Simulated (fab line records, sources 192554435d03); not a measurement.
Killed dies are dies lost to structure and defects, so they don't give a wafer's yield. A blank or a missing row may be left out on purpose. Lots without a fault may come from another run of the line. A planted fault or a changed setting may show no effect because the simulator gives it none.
Chamber matching | flow n5_finfet | N5_BEOL_M10_PECVD_70 on pecvd-04: 3 sister chambers
The step deposits SiO2 from TEOS/O2, target thk 20 nm, time 22.7 s. 3 wafers are shown with their chamber, then 9 later ones without.

WAFERS WITH THEIR CHAMBER
wafer  | chamber | throttle_valve_pct (%)
L085.3 | 1       | 20.2
L086.5 | 2       | 21.4
L086.6 | 0       | 21.9

WAFERS WITHOUT THEIR CHAMBER
wafer  | throttle_valve_pct (%)
L084.1 | 20.3
L084.2 | 21.6
L084.6 | 20.6
L092.2 | 21.5
L092.4 | 21.6
L092.5 | 22.2
L094.1 | 21.5
L094.3 | 22.2
L094.4 | 22.1

WHICH CHAMBER EACH WENT THROUGH
wafer  | from the rows above     | in truth
L084.1 | 1                       | 1
L084.2 | can't be placed: 2 or 0 | 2
L084.6 | can't be placed: 1 or 2 | 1
L092.2 | can't be placed: 2 or 0 | 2
L092.4 | can't be placed: 2 or 0 | 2
L092.5 | 0                       | 0
L094.1 | can't be placed: 2 or 0 | 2
L094.3 | 0                       | 0
L094.4 | 0                       | 0
Placed correctly: 4 of 9. Can't be placed from these rows: 5 (the true chamber is among the candidates in 5). Placed wrongly: 0.
How it was worked out, from the rows above alone: a wafer's distance from a chamber is the root of the sum, over the readings, of the square of ((its reading less the chamber's mean) divided by the reading's scatter). The wafer belongs to the nearest chamber; if the next one is less than 2 further off, it can't be placed. A chamber's mean is the mean of its shown wafers. The scatter: with one shown wafer a chamber, the root of the mean of the squares of how far each hidden wafer lies from its nearest shown one.
